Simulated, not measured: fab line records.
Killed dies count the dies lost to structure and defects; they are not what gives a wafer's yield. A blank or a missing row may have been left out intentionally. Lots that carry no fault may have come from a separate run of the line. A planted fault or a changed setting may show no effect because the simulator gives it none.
fab line records	flow n5Finfet	part 1 of 2: steps 1 to 19 of 33
[record] lots = 5	wafers = 15	lastDay = 16
route steps=1938 shown DUMMY_GATE@238 SPACER0@258 SD_EPI_N@262
lots with no fault: from the same line, run without faults
startH: start of the lot's first displayed wafer, in hours after the record's first day	waitH: hours since the lot's step before	" the same as in the row above	L1.1+2: one row covering several wafers at once	- no value present, or no start provided	* or withheld: withheld	< > ~ a bound
route shown NAME@n: a module of which the file shows steps, and the number in the route of the first	usual: the fault-free wafers' mean and standard deviation	same: alike in all rows	chamber/n: place in a boat	sites: the reading at each site	_std_site: the values' standard deviation	_edge_site: the outer-site mean with the inner-site mean subtracted	radiusMm: how far each site lies from the wafer's centre	mask NAME#n: copy n	behind: the tool/chamber that last shaped the wafer	hold: the reason the lot was held/the length of the hold in hours/how it ended	device: transistor that didn't switch, given as n, p or np	end of line: tests run on the same wafers once the route is complete	where a step has no rows: the recipe by itself	killed: at the first sort, the dies lost to defects and structure; wafer yield is something else	map: per-die view of a wafer (x killed, . not killed, _ where there is no die)
set.NAME: setting as actually run; set.NAME@STEP: the setting as run at that earlier step	model.NAME: the simulator's own value behind a step, which no gauge read
lots at some steps of the route; a table a step, a row a wafer
services: from which hour (startH, from the record's first day; less than 0 if before it) a tool's chamber was out of use, for how many hours, and why
[[steps]]
[step N5_DUMMY_GATE_STRIP_38]
[recipe] chemistry = N2/H2	tempC = 40	n2FlowSccm = 200	h2FlowSccm = 200	rfFrequencyHz = 6e+07
lot.wafer	tool	chamber	startH	waitH
L075.4+5+6	rieDiel-04	1,0,2	53.37	0.0
L078.2+3+4	rieDiel-01	1,3,0	70.37	0.0
L083.2+3+6	rieDiel-04	0,2,0	101.71	0.0
L086.2+5+6	rieDiel-01	0,1,2	121.43	0.0
L094.1+3+5	rieDiel-01	1,0,0	165.95	0.0
[step N5_DUMMY_GATE_STRIP_39]
[recipe] chemistry = N2/H2	tempC = 40	n2FlowSccm = 200	h2FlowSccm = 200	rfFrequencyHz = 6e+07
lot.wafer	tool	chamber	startH	waitH
L075.4+5+6	rieDiel-04	1,0,2	53.38	0.0
L078.2+3+4	rieDiel-01	1,3,0	70.38	0.0
L083.2+3+6	rieDiel-04	0,2,0	101.72	0.0
L086.2+5+6	rieDiel-01	0,1,2	121.44	0.0
L094.1+3+5	rieDiel-01	1,0,0	165.96	0.0
[step N5_DUMMY_GATE_TRIM_49]
[recipe] chemistry = O2	resist = SOC	timeS = 29	targetCdNm = 14	sourcePowerW = 300	biasPowerW = 0	O2_flow_sccm = 100	tempC = 20
[usual] drypumpMotorCurrentA = 5.7/0.32	oesProductAu = 0.999/0.019	throttleValvePct = 8.13/0.19
lot.wafer	tool	chamber	startH	waitH	drypumpMotorCurrentA	oesProductAu	rfHoursCounterH	throttleValvePct
L075.4	rieSi-05	1	53.41	0.0	5.9	1.000	135	8.21
L075.5	"	3	"	"	5.0	0.987	-	8.33
L075.6	"	2	"	"	5.4	0.985	-	7.87
L078.2	rieSi-01	1	70.42	0.0	5.9	1.010	171	8.15
L078.3	"	0	"	"	5.2	1.020	8	8.12
L078.4	"	2	"	"	5.7	0.958	12	7.90
L083.2	rieSi-06	3	101.75	0.0	5.5	1.014	25	7.85
L083.3	"	1	"	"	6.1	0.997	36	8.22
L083.6	"	1	"	"	6.1	1.007	-	8.21
L086.2	rieSi-01	0	121.47	0.0	5.2	1.023	9	8.14
L086.5	"	3	"	"	5.9	1.017	-	8.53
L086.6	"	0	"	"	5.2	1.029	-	8.13
L094.1	rieSi-05	3	165.99	0.0	5.0	0.978	106	8.33
L094.3	"	2	"	"	5.4	0.994	20	7.88
L094.5	"	3	"	"	5.1	0.985	-	8.34
[step N5_DUMMY_GATE_STRIP_40]
[recipe] chemistry = CF4	resist = SiARC	powerW = 300	biasPowerW = 75	pressureMtorr = 50	cf4FlowSccm = 150	rfFrequencyHz = 6e+07
[usual] drypumpMotorCurrentA = 5.7/0.41	oesProductAu = 0.77/0.082	rfVppV = 271.9/1.2	showerheadPlenumPTorr = 1.83/0.042	throttleValvePct = 13.53/0.23
lot.wafer	tool	chamber	startH	waitH	drypumpMotorCurrentA	oesProductAu	rfHoursCounterH	rfVppV	showerheadPlenumPTorr	throttleValvePct
L075.4	rieDiel-01	2	53.51	0.1	5.8	0.96	2	270.8	1.78	13.56
L075.5	"	3	"	"	6.2	0.71	-	272.4	1.76	13.53
L075.6	"	2	"	"	5.8	0.97	-	271.6	1.78	13.55
L078.2	rieDiel-05	3	70.51	0.1	5.8	0.71	223	273.6	1.87	13.57
L078.3	"	0	"	"	5.0	0.72	178	273.8	1.85	13.44
L078.4	"	2	"	"	5.7	0.68	243	273.5	1.84	13.78
L083.2	rieDiel-04	3	101.84	0.1	6.1	0.81	88	270.8	1.84	13.27
L083.3	"	2	"	"	6.0	0.68	234	272.9	1.82	13.94
L083.6	"	1	"	"	4.9	0.75	-	270.9	1.84	13.29
L086.2	rieDiel-04	3	121.60	0.1	6.1	0.80	94	272.2	1.83	13.31
L086.5	"	1	"	"	4.9	0.75	-	272.8	1.84	13.28
L086.6	"	2	"	"	6.0	0.68	-	271.9	1.82	13.94
L094.1	rieDiel-04	2	166.09	0.1	6.0	0.67	250	270.5	1.82	13.98
L094.3	"	3	"	"	6.1	0.79	107	271.4	1.83	13.31
L094.5	"	2	"	"	6.0	0.67	-	271.1	1.82	13.97
[step N5_DUMMY_GATE_CD_MEAS_50]
[recipe] targetCdNm = 14
[usual] cdNm = 14.1/0.49
lot.wafer	tool	chamber	startH	waitH	cdNm
L075.4	cdSem-01	-	53.57	0.0	13.9
L075.5	"	-	"	"	14.1
L075.6	"	-	"	"	15.0
L078.2	cdSem-01	-	70.57	0.0	14.3
L078.3	"	-	"	"	14.4
L078.4	"	-	"	"	13.6
L083.2	cdSem-02	-	101.90	0.0	14.0
L083.3	"	-	"	"	14.3
L083.6	"	-	"	"	14.0
L086.2	cdSem-03	-	121.65	0.0	13.3
L086.5	"	-	"	"	14.2
L086.6	"	-	"	"	13.9
L094.1	cdSem-03	-	166.14	0.0	14.0
L094.3	"	-	"	"	14.7
L094.5	"	-	"	"	14.3
[step N5_DUMMY_GATE_ETCH_31]
[recipe] chemistry = C4F6/O2	target = SiO2	maskMaterial = SOC	targetDepthA = 825	timeS = 27.5	ionEnergyEv = 250	pressureMtorr = 30	sourceW = 345	biasW = 185	Ar_flow_sccm = 300	C4F6_flow_sccm = 10	O2_flow_sccm = 10
[usual] drypumpMotorCurrentA = 5.6/0.37	oesProductAu = 0.79/0.093	rfVppV = 667/14	showerheadPlenumPTorr = 2.92/0.047	throttleValvePct = 21.06/0.19
lot.wafer	tool	chamber	startH	waitH	drypumpMotorCurrentA	oesProductAu	rfHoursCounterH	rfVppV	showerheadPlenumPTorr	throttleValvePct
L075.4	rieDiel-04	1	53.63	0.1	5.0	0.79	-	676	2.93	20.69
L075.5	"	2	"	"	6.0	0.70	-	653	2.91	21.40
L075.6	"	0	"	"	5.4	0.78	-	662	2.97	21.12
L078.2	rieDiel-05	2	70.62	0.1	5.7	0.67	243	688	2.90	21.13
L078.3	"	3	"	"	5.8	0.71	223	661	2.97	21.07
L078.4	"	1	"	"	5.6	0.94	8	655	2.94	21.09
L083.2	rieDiel-05	1	101.94	0.0	5.6	0.92	17	658	2.94	21.11
L083.3	"	3	"	"	5.8	0.71	233	661	2.97	21.10
L083.6	"	0	"	"	5.0	0.74	-	657	2.96	21.12
L086.2	rieDiel-05	1	121.86	0.2	5.6	0.89	24	656	2.93	21.10
L086.5	"	3	"	"	5.8	0.71	-	660	2.96	21.11
L086.6	"	0	"	"	5.0	0.74	-	656	2.96	21.13
L094.1	rieDiel-04	0	166.19	0.0	5.4	0.75	165	659	2.95	21.18
L094.3	"	1	"	"	4.9	0.75	160	677	2.92	20.72
L094.5	"	1	"	"	4.9	0.75	-	676	2.92	20.73
[step N5_DUMMY_GATE_STRIP_41]
[recipe] chemistry = O2	powerW = 400	tempC = 40	pressureMtorr = 30	rfFrequencyHz = 6e+07	biasPowerW = 0	overashFraction = 0.3	o2FlowSccm = 225
[usual] drypumpMotorCurrentA = 5.6/0.37	oesProductAu = 0.80/0.098	rfVppV = 3.6/0.45	showerheadPlenumPTorr = 2.15/0.035	throttleValvePct = 16.52/0.22
lot.wafer	tool	chamber	startH	waitH	drypumpMotorCurrentA	oesProductAu	rfHoursCounterH	rfVppV	showerheadPlenumPTorr	throttleValvePct
L075.4	rieDiel-04	1	53.67	0.0	5.0	0.80	-	3.7	2.17	16.30
L075.5	"	2	"	"	6.0	0.70	-	3.0	2.16	17.04
L075.6	"	0	"	"	5.4	0.79	-	3.8	2.17	16.53
L078.2	rieDiel-05	2	70.67	0.0	5.6	0.68	243	4.4	2.14	16.74
L078.3	"	3	"	"	5.8	0.71	223	3.8	2.14	16.37
L078.4	"	1	"	"	5.6	0.95	8	3.5	2.15	16.41
L083.2	rieDiel-05	1	101.99	0.0	5.6	0.95	17	3.1	2.15	16.42
L083.3	"	3	"	"	5.8	0.72	233	3.5	2.14	16.40
L083.6	"	0	"	"	5.0	0.73	-	3.3	2.18	16.56
L086.2	rieDiel-05	1	121.91	0.0	5.6	0.92	24	3.6	2.14	16.46
L086.5	"	3	"	"	5.8	0.72	-	3.9	2.14	16.40
L086.6	"	0	"	"	5.0	0.72	-	4.4	2.18	16.57
L094.1	rieDiel-04	0	166.23	0.0	5.4	0.76	165	4.2	2.16	16.58
L094.3	"	1	"	"	4.9	0.75	160	2.4	2.16	16.37
L094.5	"	1	"	"	4.9	0.74	-	3.7	2.16	16.36
[step N5_DUMMY_GATE_HM_OPEN_21]
[recipe] chemistry = CH3F/O2	target = SiNx	targetDepthA = 1200	Ar_flow_sccm = 150	CH3F_flow_sccm = 30	O2_flow_sccm = 23	timeS = 171.4	pressureMtorr = 30	sourceW = 395	biasW = 73	ionEnergyEv = 120.7
[usual] drypumpMotorCurrentA = 5.6/0.36	oesProductAu = 0.79/0.093	rfVppV = 299/6.4	showerheadPlenumPTorr = 2.08/0.035	throttleValvePct = 16.36/0.19
lot.wafer	tool	chamber	startH	waitH	drypumpMotorCurrentA	oesProductAu	rfHoursCounterH	rfVppV	showerheadPlenumPTorr	throttleValvePct
L075.4	rieDiel-04	1	53.76	0.1	5.0	0.79	-	304	2.09	16.07
L075.5	"	2	"	"	6.0	0.70	-	294	2.07	16.76
L075.6	"	0	"	"	5.4	0.78	-	297	2.11	16.41
L078.2	rieDiel-05	2	70.71	0.0	5.7	0.67	243	310	2.06	16.53
L078.3	"	3	"	"	5.8	0.71	223	295	2.10	16.35
L078.4	"	1	"	"	5.6	0.94	8	293	2.09	16.29
L083.2	rieDiel-05	1	102.03	0.0	5.6	0.92	17	294	2.09	16.29
L083.3	"	3	"	"	5.8	0.72	233	296	2.10	16.37
L083.6	"	0	"	"	5.0	0.73	-	295	2.11	16.39
L086.2	rieDiel-05	1	121.95	0.0	5.6	0.90	24	293	2.08	16.33
L086.5	"	3	"	"	5.8	0.71	-	297	2.10	16.41
L086.6	"	0	"	"	5.0	0.73	-	294	2.10	16.40
L094.1	rieDiel-04	0	166.27	0.0	5.4	0.74	165	297	2.09	16.47
L094.3	"	1	"	"	5.0	0.75	160	304	2.07	16.14
L094.5	"	1	"	"	5.0	0.75	-	305	2.07	16.13
[step N5_DUMMY_GATE_ETCH_32]
[recipe] chemistry = CF4	target = SiO2	targetDepthA = 35	timeS = 3.9	ionEnergyEv = 350	pressureMtorr = 10	icpW = 800	biasW = 400	cf4FlowSccm = 80
[usual] drypumpMotorCurrentA = 5.72/0.28	oesProductAu = 1.007/0.021	throttleValvePct = 21.73/0.28
lot.wafer	tool	chamber	startH	waitH	drypumpMotorCurrentA	oesProductAu	rfHoursCounterH	throttleValvePct
L075.4	rieSi-05	3	53.85	0.0	5.02	1.000	104	22.04
L075.5	"	3	"	"	5.04	1.003	-	22.05
L075.6	"	0	"	"	5.67	1.021	-	21.58
L078.2	rieSi-01	3	70.87	0.1	5.92	1.025	178	21.99
L078.3	"	0	"	"	5.23	1.035	8	21.78
L078.4	"	1	"	"	5.88	1.012	171	21.25
L083.2	rieSi-01	2	102.19	0.1	5.69	0.977	12	21.71
L083.3	"	0	"	"	5.22	1.044	8	21.79
L083.6	"	2	"	"	5.72	0.976	-	21.71
L086.2	rieSi-05	1	122.11	0.1	5.95	0.986	136	21.56
L086.5	"	0	"	"	5.64	1.029	-	21.56
L086.6	"	1	"	"	5.94	0.994	-	21.55
L094.1	rieSi-06	1	166.43	0.1	6.12	0.999	37	22.14
L094.3	"	0	"	"	5.86	0.983	2	21.41
L094.5	"	1	"	"	6.10	1.005	-	22.14
[step N5_DUMMY_GATE_ETCH_23]
[recipe] chemistry = HBr/Cl2/O2	HBr_flow_sccm = 150	Cl2_flow_sccm = 80	O2_flow_sccm = 12	biasW = 102	targetDepthA = 410	timeS = 22.3	target = poly-Si	maskMaterial = SiO2	pressureMtorr = 10	icpW = 800
[usual] drypumpMotorCurrentA = 5.72/0.28	oesProductAu = 1.004/0.02	throttleValvePct = 37.1/0.46
lot.wafer	tool	chamber	startH	waitH	drypumpMotorCurrentA	oesProductAu	rfHoursCounterH	throttleValvePct
L075.4	rieSi-05	3	53.89	0.0	5.05	0.996	104	37.9
L075.5	"	3	"	"	5.04	0.996	-	37.9
L075.6	"	0	"	"	5.67	1.026	-	36.7
L078.2	rieSi-01	3	70.90	0.0	5.90	1.010	178	37.2
L078.3	"	0	"	"	5.21	1.040	8	37.2
L078.4	"	1	"	"	5.90	1.006	171	36.4
L083.2	rieSi-01	2	102.22	0.0	5.69	0.967	12	37.3
L083.3	"	0	"	"	5.22	1.034	8	37.2
L083.6	"	2	"	"	5.71	0.969	-	37.3
L086.2	rieSi-05	1	122.14	0.0	5.95	1.003	136	36.9
L086.5	"	0	"	"	5.67	1.032	-	36.7
L086.6	"	1	"	"	5.95	0.995	-	36.9
L094.1	rieSi-06	1	166.47	0.0	6.15	0.993	37	37.3
L094.3	"	0	"	"	5.91	0.989	2	36.9
L094.5	"	1	"	"	6.15	0.991	-	37.3
[step N5_DUMMY_GATE_ETCH_44]
[recipe] chemistry = HBr/O2	overEtchFrac = 0.7	targetDepthA = 1275	stopOn = SiO2	ionEnergyEv = 60	biasW = 20	target = poly-Si	maskMaterial = SiO2	pressureMtorr = 20	icpW = 400	HBr_flow_sccm = 120	O2_flow_sccm = 10
[usual] drypumpMotorCurrentA = 5.72/0.29	oesProductAu = 0.729/0.012	throttleValvePct = 18.45/0.28
lot.wafer	tool	chamber	startH	waitH	drypumpMotorCurrentA	oesProductAu	rfHoursCounterH	throttleValvePct
L075.4	rieSi-05	3	53.94	0.0	5.04	0.708	104	18.77
L075.5	"	3	"	"	5.05	0.713	-	18.74
L075.6	"	0	"	"	5.65	0.726	-	18.46
L078.2	rieSi-01	3	70.96	0.0	5.94	0.741	178	18.76
L078.3	"	0	"	"	5.23	0.734	8	18.54
L078.4	"	1	"	"	5.92	0.715	171	18.10
L083.2	rieSi-01	2	102.28	0.0	5.70	0.713	12	18.22
L083.3	"	0	"	"	5.23	0.724	8	18.53
L083.6	"	2	"	"	5.66	0.704	-	18.25
L086.2	rieSi-05	1	122.20	0.0	5.97	0.728	136	18.37
L086.5	"	0	"	"	5.66	0.739	-	18.46
L086.6	"	1	"	"	5.95	0.718	-	18.36
L094.1	rieSi-06	1	166.52	0.0	6.14	0.749	37	18.66
L094.3	"	0	"	"	5.85	0.758	2	18.37
L094.5	"	1	"	"	6.14	0.734	-	18.67
[step N5_DUMMY_GATE_CD_MEAS_24]
[recipe] targetCdNm = 15
[usual] cdNm = 15.3/0.59
lot.wafer	tool	chamber	startH	waitH	cdNm
L075.4	cdSem-01	-	54.06	0.1	15.1
L075.5	"	-	"	"	15.1
L075.6	"	-	"	"	16.0
L078.2	cdSem-03	-	71.07	0.1	15.5
L078.3	"	-	"	"	16.1
L078.4	"	-	"	"	14.3
L083.2	cdSem-01	-	102.39	0.1	14.5
L083.3	"	-	"	"	16.0
L083.6	"	-	"	"	14.7
L086.2	cdSem-03	-	122.31	0.1	14.3
L086.5	"	-	"	"	15.8
L086.6	"	-	"	"	14.6
L094.1	cdSem-02	-	166.63	0.1	14.8
L094.3	"	-	"	"	15.9
L094.5	"	-	"	"	15.7
[step N5_DUMMY_GATE_ETCH_42]
[recipe] chemistry = CHF3/O2	target = SiO2	targetDepthA = 35	timeS = 31	ionEnergyEv = 30	biasW = 12	pressureMtorr = 30	sourceW = 600	Ar_flow_sccm = 200	CHF3_flow_sccm = 50	O2_flow_sccm = 5
[usual] drypumpMotorCurrentA = 5.6/0.36	oesProductAu = 0.79/0.09	rfVppV = 42.4/1.2	showerheadPlenumPTorr = 2.47/0.048	throttleValvePct = 18.70/0.19
lot.wafer	tool	chamber	startH	waitH	drypumpMotorCurrentA	oesProductAu	rfHoursCounterH	rfVppV	showerheadPlenumPTorr	throttleValvePct
L075.4	rieDiel-05	1	54.13	0.1	5.6	0.97	-	40.3	2.49	18.62
L075.5	"	3	"	"	5.8	0.72	-	41.1	2.52	18.72
L075.6	"	2	"	"	5.7	0.67	-	42.9	2.45	18.78
L078.2	rieDiel-01	2	71.12	0.0	5.8	0.96	7	43.2	2.38	18.90
L078.3	"	1	"	"	5.7	0.90	24	40.9	2.54	18.64
L078.4	"	0	"	"	5.6	0.71	205	42.6	2.39	18.89
L083.2	rieDiel-04	1	102.44	0.0	5.0	0.77	138	44.6	2.49	18.43
L083.3	"	2	"	"	6.0	0.69	234	41.7	2.46	19.09
L083.6	"	0	"	"	5.4	0.76	-	42.2	2.51	18.79
L086.2	rieDiel-01	0	122.45	0.1	5.7	0.68	220	42.4	2.38	18.91
L086.5	"	1	"	"	5.7	0.87	-	40.8	2.54	18.68
L086.6	"	0	"	"	5.6	0.69	-	41.6	2.38	18.89
L094.1	rieDiel-05	0	166.68	0.0	5.0	0.72	209	41.5	2.50	18.75
L094.3	"	2	"	"	5.7	0.93	19	43.1	2.44	18.38
L094.5	"	0	"	"	5.0	0.72	-	41.7	2.50	18.74
[step N5_DUMMY_GATE_STRIP_48]
[recipe] chemistry = N2/H2	timeS = 20	powerW = 100	tempC = 40	pressureMtorr = 100	rfFrequencyHz = 6e+07	biasPowerW = 3	n2FlowSccm = 300	h2FlowSccm = 300
[usual] drypumpMotorCurrentA = 5.6/0.36	oesProductAu = 0.79/0.095	rfVppV = 45.4/0.8	showerheadPlenumPTorr = 3.44/0.077	throttleValvePct = 12.08/0.26
lot.wafer	tool	chamber	startH	waitH	drypumpMotorCurrentA	oesProductAu	rfHoursCounterH	rfVppV	showerheadPlenumPTorr	throttleValvePct
L075.4	rieDiel-05	1	54.18	0.0	5.6	0.97	-	45.8	3.46	11.92
L075.5	"	3	"	"	5.8	0.71	-	44.8	3.45	11.98
L075.6	"	2	"	"	5.7	0.68	-	45.7	3.45	12.40
L078.2	rieDiel-01	2	71.16	0.0	5.8	0.96	7	45.3	3.31	12.04
L078.3	"	1	"	"	5.7	0.91	24	46.1	3.59	12.11
L078.4	"	0	"	"	5.7	0.70	205	45.6	3.32	12.23
L083.2	rieDiel-04	1	102.49	0.0	4.9	0.78	139	44.6	3.55	12.08
L083.3	"	2	"	"	6.0	0.70	234	45.3	3.45	12.58
L083.6	"	0	"	"	5.4	0.78	-	46.6	3.50	12.12
L086.2	rieDiel-01	0	122.50	0.0	5.6	0.70	220	44.8	3.32	12.27
L086.5	"	1	"	"	5.7	0.89	-	46.1	3.58	12.16
L086.6	"	0	"	"	5.7	0.68	-	45.0	3.32	12.25
L094.1	rieDiel-05	0	166.73	0.0	5.0	0.71	209	46.1	3.48	12.20
L094.3	"	2	"	"	5.7	0.93	19	45.3	3.43	11.83
L094.5	"	0	"	"	5.0	0.71	-	45.0	3.48	12.21
[step N5_DUMMY_GATE_PRECLEAN_33]
[recipe] chemistry = dHF	timeS = 10	dilution = 750:1	tempC = 25
lot.wafer	tool	chamber	startH	waitH
L075.4+5+6	wetBench-06	3,1,7	54.23	0.0
L078.2+3+4	wetBench-04	3,4,0	71.25	0.1
L083.2+3+6	wetBench-03	4,7,6	102.57	0.1
L086.2+5+6	wetBench-06	5,6,4	122.58	0.1
L094.1+3+5	wetBench-06	1,0,5	166.81	0.1
[step N5_DUMMY_GATE_PRECLEAN_25]
[recipe] chemistry = O3/DIW	timeS = 45	tempC = 22	o3Ppm = 10
lot.wafer	tool	chamber	startH	waitH
L075.4+5+6	wetBench-06	3,1,7	54.24	0.0
L078.2+3+4	wetBench-04	3,4,0	71.25	0.0
L083.2+3+6	wetBench-03	4,7,6	102.57	0.0
L086.2+5+6	wetBench-06	5,6,4	122.59	0.0
L094.1+3+5	wetBench-06	1,0,5	166.82	0.0
[step N5_DUMMY_GATE_PRECLEAN_51]
[recipe] chemistry = SC2	timeS = 45	tempC = 35	mix = 1:1:50
lot.wafer	tool	chamber	startH	waitH
L075.4+5+6	wetBench-06	3,1,7	54.27	0.0
L078.2+3+4	wetBench-04	3,4,0	71.27	0.0
L083.2+3+6	wetBench-03	4,7,6	102.59	0.0
L086.2+5+6	wetBench-06	5,6,4	122.60	0.0
L094.1+3+5	wetBench-06	1,0,5	166.83	0.0
[step N5_DUMMY_GATE_SRD_26]
[recipe] dry = ipaMarangoni	timeS = 30	tempC = 23	rinseLiquid = diw
lot.wafer	tool	chamber	startH	waitH
L075.4+5+6	wetBench-06	3,1,7	54.30	0.0
L078.2+3+4	wetBench-04	3,4,0	71.28	0.0
L083.2+3+6	wetBench-03	4,7,6	102.60	0.0
L086.2+5+6	wetBench-06	5,6,4	122.61	0.0
L094.1+3+5	wetBench-06	1,0,5	166.84	0.0
[step N5_DUMMY_GATE_UV_OZONE_45]
[recipe] timeS = 120	pressureTorr = 760	tempC = 25
[usual] pressureTorr = 760.2/1.4
lot.wafer	tool	chamber	startH	waitH	pressureTorr
L075.4	wetBench-06	3	54.34	0.0	761.1
L075.5	"	1	"	"	762.3
L075.6	"	7	"	"	762.8
L078.2	wetBench-04	3	71.29	0.0	760.8
L078.3	"	4	"	"	759.0
L078.4	"	0	"	"	758.3
L083.2	wetBench-03	4	102.62	0.0	759.7
L083.3	"	7	"	"	760.0
L083.6	"	6	"	"	760.1
L086.2	wetBench-06	5	122.63	0.0	759.6
L086.5	"	6	"	"	764.3
L086.6	"	4	"	"	758.6
L094.1	wetBench-06	1	166.86	0.0	762.5
L094.3	"	0	"	"	758.0
L094.5	"	5	"	"	757.9
